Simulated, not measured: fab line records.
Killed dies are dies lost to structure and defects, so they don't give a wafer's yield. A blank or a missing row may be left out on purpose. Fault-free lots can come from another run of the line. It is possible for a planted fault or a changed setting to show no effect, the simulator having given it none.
A single fault, viewed from 2 desks	flow n5-finfet	each desk has only its own numbers; what lay behind them comes last

THE TOOL OWNER'S DESK: cvd-co-02
The tool's own readings at N5_BEOL_M1_CVD_47 (deposits Co from CCTBA/H2, target thk 3 nm, time 223.8 s): means of the sampled wafers that have a number, for each lot that ran on this tool. The brackets show how far a lot's mean lies from the usual mean; more than 4 standard deviations puts the lot out of limits, marked OUT.
Columns: A = run-length-s at N5_BEOL_M1_CVD_47, usual 246.6 s
lot	first seen here	A
L996	day 9 06:21	246.3
L997	day 9 09:56	246.8
L102	day 9 13:14	246.4
L103	day 10 12:17	149.2 (-99 or more) OUT
L108	day 11 11:28	149.2 (-99 or more) OUT
This desk's verdict: out of limits on L103, L108, starting with L103 at day 10 12:17 (run-length-s at N5_BEOL_M1_CVD_47). Within limits: L996, L997, L102.

METROLOGY DESK
What the gauges read, lot by lot, whatever tool the lot ran on: means of the sampled wafers that have a number. The brackets show how far a lot's mean lies from the usual mean; more than 4 standard deviations puts the lot out of limits, marked OUT. Readings shown: 7 of its 11, picked as those furthest out on some lot.
Columns: A = cd-nm at N5_BEOL_M1_CD_MEAS_35, usual 17.9 nm; B = DIBL_N at N5_BEOL_M4_RC_MEAS_101, usual 36.1 mV/V; C = DIBL_P at N5_BEOL_M4_RC_MEAS_101, usual 36 mV/V; D = IOFF_N at N5_BEOL_M4_RC_MEAS_101, usual 0.16 nA/um; E = ION_N at N5_BEOL_M4_RC_MEAS_101, usual 674 uA/um; F = SS_N at N5_BEOL_M4_RC_MEAS_101, usual 71.6 mV/dec; G = VT_N at N5_BEOL_M4_RC_MEAS_101, usual 249 mV
lot	first seen here	A	B	C	D	E	F	G
L996	day 9 04:59	17.5	34.4	34	0.14	668	70.7	249
L100	day 9 09:01	18.8	34.1	34	0.15	671	71.4	249
L997	day 9 09:08	17.9	39.0	40	0.22	690	72.6	247
L102	day 9 12:24	18.3	34.8	34	0.12	664	70.8	254
L999	day 9 14:02	17.3	30.8	30	0.09	652	69.9	256
L103	day 10 09:29	17.7	34.3	33	0.13	660	71.5	252
L104	day 10 12:48	17.3	38.5	36	0.19	690	71.5	245
L106	day 10 20:09	17.8	35.0	34	0.15	662	70.9	251
L108	day 11 10:44	17.9	36.4	36	0.18	676	71.5	246
L113	day 12 07:15	18.4	38.3	40	0.21	681	72.5	246
This desk's finding: nothing out of limits on any of the 10 lots.

PUT TOGETHER
At day 10 12:17, on L103, L108, the tool owner's desk was in a position to raise an alarm.
The metrology desk saw nothing out of limits.
The metrology desk holds a record of L103, L108, inside its limits.
All the named lots went through N5_BEOL_M1_CVD_47 on cvd-co-02.

WHAT HAD BEEN PUT IN BY THE SIMULATOR
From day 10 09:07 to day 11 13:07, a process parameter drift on cvd-co-02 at N5_BEOL_M1_CVD_47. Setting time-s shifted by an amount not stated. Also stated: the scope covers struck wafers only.
Struck lots among those shown: L103, L108.
How many hours passed from the start of the fault until each desk's first out-of-limits reading: the tool owner's desk, 3.
